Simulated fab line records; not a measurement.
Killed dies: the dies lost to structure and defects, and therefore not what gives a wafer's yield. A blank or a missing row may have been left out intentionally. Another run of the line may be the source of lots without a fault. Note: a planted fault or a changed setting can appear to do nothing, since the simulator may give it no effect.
Struck lot and sound lot, side by side	flow n5Finfet	13 out of 1938 route steps
Sound: the wafers L415.1, L415.5, L415.6. Wafers L431.1, L431.4 were the ones struck. The cause is named last.
At each step with rows: each side's tool, then ch and its chambers, then its first start. Under that, the readings that differ: sound wafers	struck wafers	difference of the means	sigmas: that difference in standard deviations of wafers without a fault.
alike: readings with means less than 2 such deviations apart, plus words and numbers identical on both sides. not compared: withheld readings, readings lacking a value on some wafer, bounds such as >300 that could conceal the same value, and numbers that have no deviation in the record and whose values overlap.
A row with sigmas, a row that says differs or no value, or rows on one side alone: a step with any of these is where the two part. When numbers do not overlap yet have no deviation, they are printed without sigmas and do not part them. Lack of a reading on every wafer of one side parts them only where that side has two or more wafers.

first, 2 steps without rows for these wafers: N5_BEOL_M15_DEVELOP_27 (develop time 45 s); N5_BEOL_M15_HARDBAKE_32 (time 120 s).
N5_BEOL_M15_CD_MEAS_28: target cd 407.6 nm.
  sound on cdSem-03 ch 0, day 11 08:16; struck on cdSem-01 ch 0, day 15 13:25
  alike: cdNm
N5_BEOL_M15_OVL_MEAS_29:
  sound on overlay-02 ch 0, day 11 08:17; struck on overlay-01 ch 0, day 15 13:26
  alike: M15_OVL
N5_BEOL_M15_INSPECT_30: inspects for defects (macro).
  sound on defectInspect-01, day 11 08:19; struck on defectInspect-02, day 15 13:28
  alike: rawDefectCount
N5_BEOL_M15_DESCUM_33: chemistry O2, time 7.9 s.
  sound on rieDiel-05 ch 1,2, day 11 08:21; struck on rieDiel-05 ch 1,3, day 15 13:55
  alike: drypumpMotorCurrentA, oesProductAu, rfVppV, showerheadPlenumPTorr, throttleValvePct
  not compared: rfHoursCounterH
N5_BEOL_M15_ETCH_61: etches BARC in N2/H2, target depth 89 nm, overetch 26.7 nm, time 67.9 s.
  sound on rieDiel-05 ch 1,2, day 11 08:23; struck on rieDiel-05 ch 1,3, day 15 13:56
  alike: drypumpMotorCurrentA, oesProductAu, rfVppV, showerheadPlenumPTorr, throttleValvePct
  not compared: rfHoursCounterH
N5_BEOL_M15_TRENCH_ETCH_34: etches SiO2 in C4F8/O2/Ar, target depth 872.93 nm, time 199 s.
  sound on rieDiel-05 ch 1,2, day 11 08:26; struck on rieDiel-05 ch 1,3, day 15 13:59
  alike: drypumpMotorCurrentA, oesProductAu, rfVppV, showerheadPlenumPTorr, throttleValvePct
  not compared: rfHoursCounterH
then, 1 step without rows for these wafers: N5_BEOL_M15_STRIP_36 (strips in O2).
N5_BEOL_M15_STRIP_62: strips in O2.
  sound: rieDiel-01 ch 0,2; struck: rieDiel-05 ch 1,3
  alike: drypumpMotorCurrentA, oesProductAu, rfVppV, showerheadPlenumPTorr, throttleValvePct
  not compared: rfHoursCounterH
N5_BEOL_M15_STRIP_37: strips in O2.
  sound: rieDiel-01 ch 0,2; struck: rieDiel-05 ch 1,3
  alike: drypumpMotorCurrentA, oesProductAu, rfVppV, showerheadPlenumPTorr, throttleValvePct
  not compared: rfHoursCounterH
N5_BEOL_M15_ETCH_38: etches SiCN in CF4/N2, target depth 106.4 nm, time 120.5 s.
  sound on rieDiel-01 ch 0,2, day 11 09:28; struck on rieDiel-05 ch 1,3, day 15 15:16
reading	sound	struck	difference	sigmas
oesProductAu (a.u.)	0.95 0.95 0.66	0.67 0.61	-0.21	-2
model.etch.depthNm (nm)	97.51 96.63 95.27	57.01 56.76	-39.59	
  alike: drypumpMotorCurrentA, rfVppV, showerheadPlenumPTorr, throttleValvePct
  not compared: rfHoursCounterH
then, 1 step without rows for these wafers: N5_BEOL_M15_PRECLEAN_39 (cleans in residue remover, time 60 s).

WHERE THEY PART
Within this record, at N5_BEOL_M15_ETCH_38 only.

WHY: the cause the simulator had injected
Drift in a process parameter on rieDiel-05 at N5_BEOL_M15_ETCH_38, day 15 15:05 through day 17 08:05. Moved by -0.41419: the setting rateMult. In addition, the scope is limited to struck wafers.
